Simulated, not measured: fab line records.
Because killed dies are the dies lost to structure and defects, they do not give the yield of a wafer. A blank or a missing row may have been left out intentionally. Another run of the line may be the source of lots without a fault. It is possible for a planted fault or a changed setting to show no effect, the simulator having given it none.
Which tool was responsible?	flow n5 finfet	10 lots with 26 wafers sampled at 5 steps, on a route of 1938 steps

## WHAT THE GAUGES SHOWED, per wafer
N5_BEOL_M4_RC_MEAS_101. Usual: DIBL_N 36.6 mV/V, standard deviation 2.3; DIBL_P 36.3 mV/V, standard deviation 2.8; IOFF_N 0.17 nA/um, standard deviation 0.047; IOFF_P 0.22 nA/um, standard deviation 0.048; ION_N 676 uA/um, standard deviation 14; ION_P 463 uA/um, standard deviation 9.4; SS_N 71.6 mV/dec, standard deviation 0.84; SS_P 73.4 mV/dec, standard deviation 0.85; VT_N 249 mV, standard deviation 3.7; VT_P -249 mV, standard deviation 3.6.
lot	measured	on	DIBL_N (mV/V)	DIBL_P (mV/V)	IOFF_N (nA/um)	IOFF_P (nA/um)	ION_N (uA/um)	ION_P (uA/um)	SS_N (mV/dec)	SS_P (mV/dec)	VT_N (mV)	VT_P (mV)	flag
L199	day 8 11:25	prober-01	36.9 35.2	36.2 33.8	0.16 0.14	0.22 0.19	660 671	461 462	71.9 71.6	73.2 72.3	249 254	-249 -254	
L201	day 8 15:29	prober-01	40.4 39.9 40.9	40.0 40.6 40.4	0.26 0.26 0.29	0.29 0.30 0.29	687 703 703	462 478 477	72.7 72.6 72.7	74.0 74.3 73.8	244 241 242	-246 -244 -245	
L204	day 9 12:21	prober-02	34.6 39.8 39.2	32.4 40.0 39.3	0.12 0.20 0.18	0.14 0.24 0.23	672 696 694	458 465 469	71.3 72.4 72.4	72.5 74.5 74.1	255 250 248	-256 -250 -251	
L207	day 10 04:59	prober-01	38.0 36.7	39.6 37.7	0.23 0.19	0.33 0.27	697 677	481 471	71.9 72.0	74.5 74.3	246 249	-240 -242	
L211	day 11 03:41	prober-01	35.0 38.2 40.1	34.5 37.2 40.0	0.13 0.17 0.22	0.19 0.21 0.27	654 655 697	454 447 473	70.9 72.1 72.7	73.1 73.7 74.5	254 251 247	-252 -252 -248	
L213	day 11 21:37	prober-02	37.3 37.3	37.2 36.0	0.17 0.18	0.24 0.24	676 680	465 466	72.1 72.1	73.3 72.7	251 249	-246 -247	
L214	day 11 16:27	prober-01	34.3 34.6	34.3 34.2	0.13 0.14	0.18 0.18	665 661	457 447	70.6 70.9	73.0 72.3	250 251	-250 -250	
L218	day 13 07:01	prober-02	35.8 35.3 33.0	32.8 35.1 32.1	0.16 0.15 0.12	0.16 0.19 0.16	665 659 671	450 446 462	71.0 71.2 71.2	72.8 72.9 71.8	249 247 252	-256 -252 -254	
L219	day 13 03:17	prober-02	36.4 34.7 36.7	35.4 33.0 35.2	0.16 0.13 0.16	0.19 0.17 0.20	668 688 681	458 471 469	71.6 71.2 71.7	72.9 72.6 73.6	250 250 252	-252 -251 -248	
L221	day 13 22:28	prober-02	39.1 33.5 38.9	40.3 33.6 37.9	0.23 0.14 0.22	0.30 0.18 0.25	704 688 683	479 474 468	72.8 71.2 72.8	74.6 73.0 73.7	243 248 246	-245 -249 -244	

## WHICH TOOL RAN EACH LOT (tool, then ch and the chambers of the sampled wafers, then the start)
lot	N5_DUMMY_GATE_ETCH_23	N5_DUMMY_GATE_STRIP_48	N5_SD_EPI_N_ETCHBACK_44	N5_SD_EPI_N_SD_RECESS_17
L199	rie si-03 ch 0,2, day 3 05:19	rie diel-04 ch 1,3, day 3 05:41	rie diel-02 ch 0,3, day 3 07:23	rie si-05 ch 1,3, day 3 07:39
L201	rie si-01 ch 1,2,3, day 3 18:34	rie diel-04 ch 0,1,3, day 3 18:50	rie diel-02 ch 2,3, day 3 20:32	rie si-04 ch 0,1,2, day 3 20:48
L204	rie si-03 ch 2,3, day 4 10:26	rie diel-06 ch 0,1,2, day 4 10:43	rie diel-03 ch 2,3, day 4 12:43	rie si-04 ch 0,2,3, day 4 12:59
L207	rie si-06 ch 1, day 5 05:29	rie diel-05 ch 2,3, day 5 05:53	rie diel-02 ch 1,3, day 5 07:31	rie si-04 ch 0,3, day 5 07:46
L211	rie si-01 ch 2,3, day 6 06:16	rie diel-06 ch 0,1,3, day 6 06:33	rie diel-02 ch 0,3, day 6 08:07	rie si-04 ch 0,2,3, day 6 08:23
L213	rie si-01 ch 1,2, day 6 18:05	rie diel-05 ch 0,1, day 6 18:21	rie diel-02 ch 1,2, day 6 20:02	rie si-02 ch 0,2, day 6 20:19
L214	rie si-03 ch 3, day 6 22:02	rie diel-06 ch 1,2, day 6 22:18	rie diel-02 ch 0,2, day 7 00:32	rie si-02 ch 2,3, day 7 00:49
L218	rie si-03 ch 0,2,3, day 7 22:55	rie diel-05 ch 1, day 7 23:11	rie diel-03 ch 0,1,3, day 8 01:42	rie si-02 ch 0,1,3, day 8 01:58
L219	rie si-06 ch 2,3, day 8 08:08	rie diel-05 ch 0,3, day 8 08:24	rie diel-01 ch 0,1,2, day 8 11:08	rie si-04 ch 2,3, day 8 11:25
L221	rie si-06 ch 1,2,3, day 8 16:52	rie diel-04 ch 1,2,3, day 8 17:13	rie diel-01 ch 0,1,3, day 8 20:37	rie si-04 ch 0,1,2, day 8 20:53
- N5_DUMMY_GATE_ETCH_23: etches poly-Si in HBr/Cl2/O2, target depth 41 nm, time 22.3 s.
- N5_DUMMY_GATE_STRIP_48: strips in N2/H2, time 20 s.
- N5_SD_EPI_N_ETCHBACK_44: etches SiNx in CH3F/O2, stops on SiO2, target depth 14.5 nm.
- N5_SD_EPI_N_SD_RECESS_17: chemistry HBr/Cl2/O2, target depth 41 nm, time 23.7 s, bt time 3 s.

## WHAT THE TOOLS THEMSELVES READ (means of the sampled wafers that have a number; where no wafer has one, the mark that the record gives instead)
N5_DUMMY_GATE_ETCH_23. Usual: HBr_flow_sccm 150.0 sccm, standard deviation 0.49; drypump motor current A 5.7 A, standard deviation 0.5; oes product au 0.997 a.u., standard deviation 0.018; throttle valve pct 37.04 %, standard deviation 0.28.
lot	tool	HBr_flow_sccm (sccm)	drypump motor current A (A)	oes product au (a.u.)	throttle valve pct (%)	flag
L199	rie si-03	150.1	6.1	0.995	37.24	
L201	rie si-01	149.7	5.7	0.991	36.71	
L204	rie si-03	149.8	5.5	1.002	37.26	
L207	rie si-06	149.3	6.5	0.977	36.83	
L211	rie si-01	150.4	5.6	1.007	36.64	
L213	rie si-01	150.1	5.7	0.993	36.78	
L214	rie si-03	150.0	4.9	1.006	37.45	
L218	rie si-03	150.3	5.7	0.990	37.29	
L219	rie si-06	150.2	5.5	1.024	37.05	
L221	rie si-06	149.9	6.0	0.999	37.00	

N5_DUMMY_GATE_STRIP_48. Usual: drypump motor current A 5.5 A, standard deviation 0.38; oes product au 0.80 a.u., standard deviation 0.083; rf vpp V 45.3 V, standard deviation 0.92; showerhead plenum p Torr 3.37 Torr, standard deviation 0.084; throttle valve pct 12.22 %, standard deviation 0.25.
lot	tool	drypump motor current A (A)	oes product au (a.u.)	rf vpp V (V)	showerhead plenum p Torr (Torr)	throttle valve pct (%)	flag
L199	rie diel-04	5.1	0.72	45.7	3.34	12.29	
L201	rie diel-04	5.3	0.72	45.5	3.34	12.45	
L204	rie diel-06	5.7	0.73	45.7	3.28	12.53	
L207	rie diel-05	5.8	0.78	46.2	3.46	12.13	
L211	rie diel-06	5.4	0.85	44.6	3.42	12.18	
L213	rie diel-05	5.4	0.81	44.6	3.34	12.21	
L214	rie diel-06	6.0	0.85	45.8	3.42	12.14	
L218	rie diel-05	5.8	0.82	46.0	3.40	12.05	
L219	rie diel-05	5.5	0.70	44.8	3.41	12.37	
L221	rie diel-04	5.1	0.86	46.2	3.36	12.08	

N5_SD_EPI_N_ETCHBACK_44. Usual: drypump motor current A 5.7 A, standard deviation 0.42; oes product au 0.66 a.u., standard deviation 0.069; rf vpp V 300 V, standard deviation 9.9; showerhead plenum p Torr 1.99 Torr, standard deviation 0.084; throttle valve pct 16.37 %, standard deviation 0.22.
lot	tool	drypump motor current A (A)	oes product au (a.u.)	rf vpp V (V)	showerhead plenum p Torr (Torr)	throttle valve pct (%)	flag
L199	rie diel-02	5.8	0.70	301	1.98	16.34	
L201	rie diel-02	5.7	0.66	291	1.95	16.62	
L204	rie diel-03	5.9	0.73	303	2.04	16.24	
L207	rie diel-02	6.2	0.67	306	1.97	16.37	
L211	rie diel-02	5.9	0.69	301	2.00	16.36	
L213	rie diel-02	5.6	0.69	298	2.01	16.41	
L214	rie diel-02	5.2	0.70	294	2.02	16.41	
L218	rie diel-03	5.9	0.63	303	1.95	16.27	
L219	rie diel-01	5.7	0.67	295	2.00	16.28	
L221	rie diel-01	5.9	0.61	307	2.04	16.55	

N5_SD_EPI_N_SD_RECESS_17. Usual: HBr_flow_sccm 150.0 sccm, standard deviation 0.42; drypump motor current A 5.84 A, standard deviation 0.3; oes product au 0.999 a.u., standard deviation 0.013; throttle valve pct 37.2 %, standard deviation 0.34.
lot	tool	HBr_flow_sccm (sccm)	drypump motor current A (A)	oes product au (a.u.)	throttle valve pct (%)	flag
L199	rie si-05	150.2	5.93	1.005	37.2	
L201	rie si-04	150.3	5.95	0.994	37.3	
L204	rie si-04	149.6	5.74	1.007	37.3	
L207	rie si-04	150.5	5.78	1.014	37.5	
L211	rie si-04	150.0	5.74	1.004	37.3	
L213	rie si-02	150.4	6.10	0.995	37.0	
L214	rie si-02	149.5	5.88	0.981	37.2	
L218	rie si-02	149.8	5.74	0.989	37.2	
L219	rie si-04	149.6	5.66	1.003	37.1	
L221	rie si-04	149.9	5.95	1.001	37.3	

## THE ANSWER, worked out from the rows above alone
Rule: a lot is off if the mean of its wafers that have a number lies more than 3 standard deviations from the usual mean. Also off: a lot with no number at a reading for which 4 or more lots have one. All remaining lots with rows at the step are treated as sound. First the gauges in route order, then the tools' own readings, where a lot's mean is used as printed above. The first step at which some lot is off is used, and at that step the reading that is off furthest; a lot without a number counts as furthest.
No lot is off at any reading shown: from this, nothing can be told.

## WHAT THE SIMULATOR HAD PUT IN
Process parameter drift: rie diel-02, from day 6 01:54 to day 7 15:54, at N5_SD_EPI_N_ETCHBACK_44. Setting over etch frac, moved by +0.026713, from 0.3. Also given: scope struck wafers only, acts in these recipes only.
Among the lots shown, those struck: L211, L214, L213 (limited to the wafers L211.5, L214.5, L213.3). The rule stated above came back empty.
